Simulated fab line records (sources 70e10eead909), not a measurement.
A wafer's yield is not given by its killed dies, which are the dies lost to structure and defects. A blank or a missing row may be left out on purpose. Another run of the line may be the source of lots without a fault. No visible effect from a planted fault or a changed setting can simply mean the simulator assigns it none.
Code-filled problem report in 8D (eight disciplines) form ; flow nand harc ; the parts of the form that need people (team, actions taken, sign-off) are left out

== 1. WHAT IS WRONG ==
thk nm at NHARC_A_ONON_D2_THK_MEAS_11 reads a mean of 1603 nm on 6 wafers of 2 lots; wafers without a fault read 998 nm with a standard deviation of 11. Relative to the usual mean, that is a shift of +55 standard deviations.
The step: measures by ellipsometry.
Seen first at day 19 17:57 on film metro-02, wafer L981.2. Wafers with a number at this step in the record: 42, from 14 lots. By rule, "out" or "out of limits" means more than 4 standard deviations away from the usual mean. The rest of the wafers with a number are treated as sound.

== 2. WHAT IT IS AND WHAT IT IS NOT ==
question;is;is not
which readings at this step;thk nm;-
which lots;L981, L982;L964, L966, L967, L969, L970, L972, L974, L979, L984, L985, L986, L987
which wafers of those lots;all that have a number;-
read on which gauges;film metro-02;film metro-01
when;from day 19 17:57;"up to then (24 sound wafers); but 12 sound wafers of L984, L985, L986, L987 came after"

== 3. THE SUSPECTS, EACH WITH WHAT RULES IT OUT ==
Counting: any tool at a process step up to the reading is kept as a suspect provided that every lot that is out went through it and no sound lot did after the first of them.
- the gauge at NHARC_A_ONON_D2_THK_MEAS_11 has been ruled out. All the wafers that are out were read on film metro-02, but those of them that NHARC_END_SORT_01 has rows for are out there too, on other tools.
- pecvd onon-04 at NHARC_A_ONON_D2_DEP_09 (target thk 1000 nm): kept. All lots that are out passed through it, beginning with L981 at day 19 17:30, and no sound lot followed; its final sound lot before that point was L979 at day 19 01:22.
Remaining after the count: pecvd onon-04 at NHARC_A_ONON_D2_DEP_09.

== 4. THE CAUSE (what the simulator had put in) ==
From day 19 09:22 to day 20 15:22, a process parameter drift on pecvd onon-04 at NHARC_A_ONON_D2_DEP_09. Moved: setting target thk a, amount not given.
This tool alone remained once counting was done.

== 5. SEQUENCE OF EFFECTS, ordered by route ==
Each row: a reading whose mean over the struck wafers that have a number lies more than 3 standard deviations from the usual. Scope: only readings with a usual standard deviation given in the record; hours: median across lots of the time from each lot's start at the first step in this table that gives one to its start at this step; sigmas: change in usual standard deviations.
hours;step;reading;usual;on struck wafers;change;sigmas
0;NHARC_A_ONON_D2_THK_MEAS_11;thk nm;998 nm;1603;+605;+55
277;NHARC_END_SORT_01;killed at array;55;672;+617;+51
277;NHARC_END_SORT_01;killed dies;60;677;+617;+51

== 6. HOW IT WOULD HAVE BEEN CAUGHT EARLIER ==
9 hours passed between the start of the fault at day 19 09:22 and the first reading out of limits at a measuring or inspecting step in this record, taken at day 19 17:57.
Lots out: 2; of these, L982 started NHARC_A_ONON_D2_DEP_09 on pecvd onon-04 after day 19 17:57. Had the tool been put on hold then, it would have been spared.
